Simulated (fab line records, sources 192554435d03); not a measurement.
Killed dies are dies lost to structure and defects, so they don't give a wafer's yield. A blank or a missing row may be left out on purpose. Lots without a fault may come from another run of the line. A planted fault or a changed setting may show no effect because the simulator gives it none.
Which tool did it? | flow n5_finfet | 9 lots, 26 wafers sampled, at 6 steps of a route of 1938

WHAT THE GAUGES READ, wafer by wafer
N5_MOL_CONTACT_COAG_INSPECT_57: inspects for defects (brightfield).
lot  | measured     | on                | raw_defect_count
L164 | day 6 06:29  | defect_inspect-02 | 109 228 146
L168 | day 7 02:37  | defect_inspect-01 | 1502 1632 1607
L169 | day 7 08:56  | defect_inspect-01 | 1604 1593 1627
L176 | day 9 02:01  | defect_inspect-01 | 283 152 219
L177 | day 9 10:55  | defect_inspect-01 | 256 284 184
L178 | day 9 11:46  | defect_inspect-02 | 163 220
L181 | day 10 12:24 | defect_inspect-02 | 245 348 214
L182 | day 10 15:26 | defect_inspect-01 | 211 169 155
L183 | day 11 02:05 | defect_inspect-02 | 227 178 186

N5_BEOL_M4_RC_MEAS_101.
lot  | measured     | on        | DIBL_N (mV/V)  | DIBL_P (mV/V)  | IOFF_N (nA/um) | IOFF_P (nA/um) | ION_N (uA/um) | ION_P (uA/um) | SS_N (mV/dec)  | SS_P (mV/dec)  | VT_N (mV)   | VT_P (mV)
L164 | day 9 02:05  | prober-01 | 38.5 35.9 35.7 | 38.0 34.2 33.9 | 0.19 0.13 0.14 | 0.23 0.18 0.17 | 677 656 658   | 456 452 446   | 72.2 71.5 71.7 | 73.7 72.1 72.0 | 247 252 253 | -252 -255 -257
L168 | day 10 01:18 | prober-02 | 36.2 35.7 37.7 | 35.5 36.2 37.3 | 0.13 0.13 0.16 | 0.18 0.18 0.21 | 659 655 664   | 453 452 457   | 72.0 71.5 72.6 | 73.3 72.9 72.8 | 256 255 252 | -252 -252 -250
L169 | day 10 06:06 | prober-01 | 38.8 40.4 39.5 | 40.5 43.5 43.2 | 0.21 0.25 0.25 | 0.24 0.30 0.30 | 681 695 703   | 464 458 476   | 71.4 72.5 71.6 | 74.4 75.2 75.5 | 245 245 241 | -252 -245 -247
L176 | day 12 03:09 | prober-02 | 36.6 34.0 36.0 | 36.8 33.8 36.7 | 0.16 0.12 0.16 | 0.22 0.17 0.21 | 674 660 693   | 465 457 469   | 72.5 71.4 71.6 | 73.8 72.9 73.8 | 251 254 249 | -250 -254 -249
L177 | day 12 09:53 | prober-01 | 37.3 36.8 36.2 | 38.6 38.4 38.2 | 0.19 0.18 0.16 | 0.23 0.25 0.23 | 678 676 669   | 463 463 460   | 72.3 71.2 71.0 | 73.4 73.5 73.0 | 248 249 252 | -248 -247 -247
L178 | day 12 07:57 | prober-01 | 36.9 35.7      | 35.1 34.5      | 0.13 0.13      | 0.20 0.19      | 654 661       | 456 453       | 71.3 71.7      | 73.8 73.3      | 256 252     | -252 -251
L181 | day 13 20:19 | prober-01 | 34.2 39.0 36.4 | 36.0 41.1 37.0 | 0.12 0.20 0.14 | 0.19 0.27 0.21 | 669 677 667   | 467 465 464   | 71.6 72.0 71.3 | 72.4 73.9 73.9 | 256 246 254 | -254 -248 -248
L182 | day 13 19:45 | prober-02 | 38.6 39.3 37.7 | 39.3 39.4 38.0 | 0.18 0.18 0.14 | 0.24 0.23 0.21 | 673 669 661   | 459 459 453   | 71.7 72.6 72.0 | 73.9 74.4 73.8 | 252 251 255 | -252 -253 -255
L183 | day 13 23:04 | prober-02 | 36.1 38.0 37.1 | 35.9 37.9 36.7 | 0.13 0.15 0.14 | 0.19 0.22 0.20 | 649 676 662   | 447 464 456   | 71.3 71.4 70.7 | 72.5 73.6 73.4 | 254 252 252 | -250 -249 -253

WHICH TOOL RAN EACH LOT (tool, then ch and the chambers of the sampled wafers, then the start)
lot  | N5_MOL_CONTACT_COAG_PECVD_31    | N5_MOL_CONTACT_COAG_ALD_131       | N5_MOL_CONTACT_COAG_ETCHBACK_132   | N5_MOL_CONTACT_COAG_VIA_ETCH_46
L164 | pecvd-04 ch 0,1, day 6 05:56    | ald_sin-01 ch 0,3, day 6 06:46    | rie_diel-01 ch 0,1,2, day 6 06:58  | rie_diel-01 ch 0,1,2, day 6 07:08
L168 | pecvd-03 ch 0,2, day 7 02:12    | ald_sin-03 ch 0,2,3, day 7 03:38  | rie_diel-01 ch 1,2,3, day 7 03:49  | rie_diel-01 ch 1,2,3, day 7 03:59
L169 | pecvd-03 ch 0,1, day 7 08:23    | ald_sin-01 ch 1,2,3, day 7 09:07  | rie_diel-02 ch 1,2,3, day 7 09:17  | rie_diel-02 ch 1,2,3, day 7 09:27
L176 | pecvd-04 ch 1,2, day 9 01:26    | ald_sin-01 ch 0,3, day 9 02:16    | rie_diel-06 ch 2,3, day 9 02:36    | rie_diel-06 ch 2,3, day 9 02:46
L177 | pecvd-02 ch 0,2, day 9 10:29    | ald_sin-03 ch 2,3, day 9 11:14    | rie_diel-06 ch 0,3, day 9 11:25    | rie_diel-06 ch 0,3, day 9 11:34
L178 | pecvd-04 ch 1, day 9 11:11      | ald_sin-04 ch 0,2, day 9 11:56    | rie_diel-01 ch 1, day 9 12:07      | rie_diel-01 ch 1, day 9 12:16
L181 | pecvd-04 ch 0,1, day 10 11:59   | ald_sin-01 ch 0,3, day 10 12:52   | rie_diel-06 ch 2,3, day 10 13:03   | rie_diel-06 ch 2,3, day 10 13:12
L182 | pecvd-03 ch 0,1,2, day 10 14:53 | ald_sin-01 ch 2,3, day 10 15:36   | rie_diel-02 ch 0,1,2, day 10 15:47 | rie_diel-02 ch 0,1,2, day 10 15:56
L183 | pecvd-03 ch 0,1, day 11 01:39   | ald_sin-04 ch 0,1,2, day 11 03:25 | rie_diel-01 ch 0,2,3, day 11 03:36 | rie_diel-01 ch 0,2,3, day 11 03:46
- N5_MOL_CONTACT_COAG_PECVD_31: deposits SiO2 from TEOS/O2, target thk 46 nm, time 8.9 s.
- N5_MOL_CONTACT_COAG_ALD_131: deposits SiO2, target thk 5 nm, pulse time 1 s, co reactant pulse time 1 s.
- N5_MOL_CONTACT_COAG_ETCHBACK_132: etches SiO2 in CHF3, target depth 10 nm, time 6.7 s.
- N5_MOL_CONTACT_COAG_VIA_ETCH_46: etches SiO2 in C4F6/O2, target depth 46 nm, overetch 9.2 nm, time 40 s.

WHAT THE TOOLS THEMSELVES READ (means of the sampled wafers that have a number; where no wafer has one, the mark that the record gives instead)
N5_MOL_CONTACT_COAG_PECVD_31.
lot  | tool     | susceptor_temp_C (C)
L164 | pecvd-04 | 400.22
L168 | pecvd-03 | 400.17
L169 | pecvd-03 | 399.84
L176 | pecvd-04 | 400.19
L177 | pecvd-02 | 400.16
L178 | pecvd-04 | 400.06
L181 | pecvd-04 | 399.89
L182 | pecvd-03 | 400.13
L183 | pecvd-03 | 399.78

N5_MOL_CONTACT_COAG_ALD_131.
lot  | tool       | heater_power_w (W) | precursor_pulse_height_rel | susceptor_temp_C (C)
L164 | ald_sin-01 | 76                 | 1.004                      | 99.78
L168 | ald_sin-03 | 88                 | 1.022                      | 100.00
L169 | ald_sin-01 | 81                 | 1.023                      | 100.01
L176 | ald_sin-01 | 82                 | 0.999                      | 100.00
L177 | ald_sin-03 | 86                 | 0.995                      | 99.92
L178 | ald_sin-04 | 84                 | 0.974                      | 100.06
L181 | ald_sin-01 | 81                 | 1.006                      | 100.04
L182 | ald_sin-01 | 87                 | 0.979                      | 99.97
L183 | ald_sin-04 | 80                 | 0.999                      | 100.03

N5_MOL_CONTACT_COAG_ETCHBACK_132.
lot  | tool        | drypump_motor_current_A (A) | oes_product_au (a.u.) | rf_vpp_V (V) | showerhead_plenum_p_Torr (Torr) | throttle_valve_pct (%)
L164 | rie_diel-01 | 6.0                         | 0.78                  | 532          | 2.44                            | 18.73
L168 | rie_diel-01 | 5.8                         | 0.78                  | 533          | 2.44                            | 18.87
L169 | rie_diel-02 | 5.7                         | 0.84                  | 532          | 2.44                            | 18.56
L176 | rie_diel-06 | 5.6                         | 0.80                  | 531          | 2.33                            | 18.75
L177 | rie_diel-06 | 5.7                         | 0.75                  | 534          | 2.35                            | 18.98
L178 | rie_diel-01 | 6.1                         | 0.96                  | 538          | 2.34                            | 18.49
L181 | rie_diel-06 | 5.6                         | 0.79                  | 530          | 2.33                            | 18.77
L182 | rie_diel-02 | 5.9                         | 0.80                  | 533          | 2.42                            | 18.66
L183 | rie_diel-01 | 5.7                         | 0.78                  | 528          | 2.48                            | 18.78

N5_MOL_CONTACT_COAG_VIA_ETCH_46.
lot  | tool        | drypump_motor_current_A (A) | oes_product_au (a.u.) | rf_vpp_V (V) | showerhead_plenum_p_Torr (Torr) | throttle_valve_pct (%)
L164 | rie_diel-01 | 6.0                         | 0.69                  | 1609         | 2.91                            | 40.9
L168 | rie_diel-01 | 5.8                         | 0.69                  | 1610         | 2.91                            | 41.1
L169 | rie_diel-02 | 5.7                         | 0.76                  | 1607         | 2.91                            | 40.8
L176 | rie_diel-06 | 5.6                         | 0.72                  | 1605         | 2.78                            | 41.2
L177 | rie_diel-06 | 5.7                         | 0.66                  | 1618         | 2.80                            | 41.6
L178 | rie_diel-01 | 6.0                         | 0.86                  | 1624         | 2.79                            | 40.6
L181 | rie_diel-06 | 5.6                         | 0.71                  | 1605         | 2.78                            | 41.2
L182 | rie_diel-02 | 5.9                         | 0.72                  | 1614         | 2.89                            | 40.7
L183 | rie_diel-01 | 5.8                         | 0.70                  | 1597         | 2.96                            | 41.0

THE ANSWER, worked out from the rows above alone
Rule: what is usual is taken from the lots themselves. Put in order of their means at a reading, lots are off if they are a third of the lots or fewer, leave a main group of 4 or more, and stand apart from it by a gap of 3 or more times the standard deviation of the main group's means; of several such gaps the widest counts. A main group whose means are all the same, to the digits that the tables above print for the reading, isn't used. A lot without any number at a reading at which 4 lots or more have one is off too. The other lots that the step has rows for count as sound. The gauges are gone through in route order, then the tools' own readings, and for those a lot's mean is taken as printed above. The first step at which some lot is off is used, and at that step the reading that is off furthest; a lot without a number counts as furthest.
Off: L168, L169, at N5_MOL_CONTACT_COAG_INSPECT_57 (raw_defect_count). The main group: mean 208, standard deviation 35.
A tool fits if, at a process step before that reading, it ran every lot that is off, and no sound lot after the first of them. The gauges at N5_MOL_CONTACT_COAG_INSPECT_57 are tried like those tools. None of those tried fits.

WHAT THE SIMULATOR HAD PUT IN
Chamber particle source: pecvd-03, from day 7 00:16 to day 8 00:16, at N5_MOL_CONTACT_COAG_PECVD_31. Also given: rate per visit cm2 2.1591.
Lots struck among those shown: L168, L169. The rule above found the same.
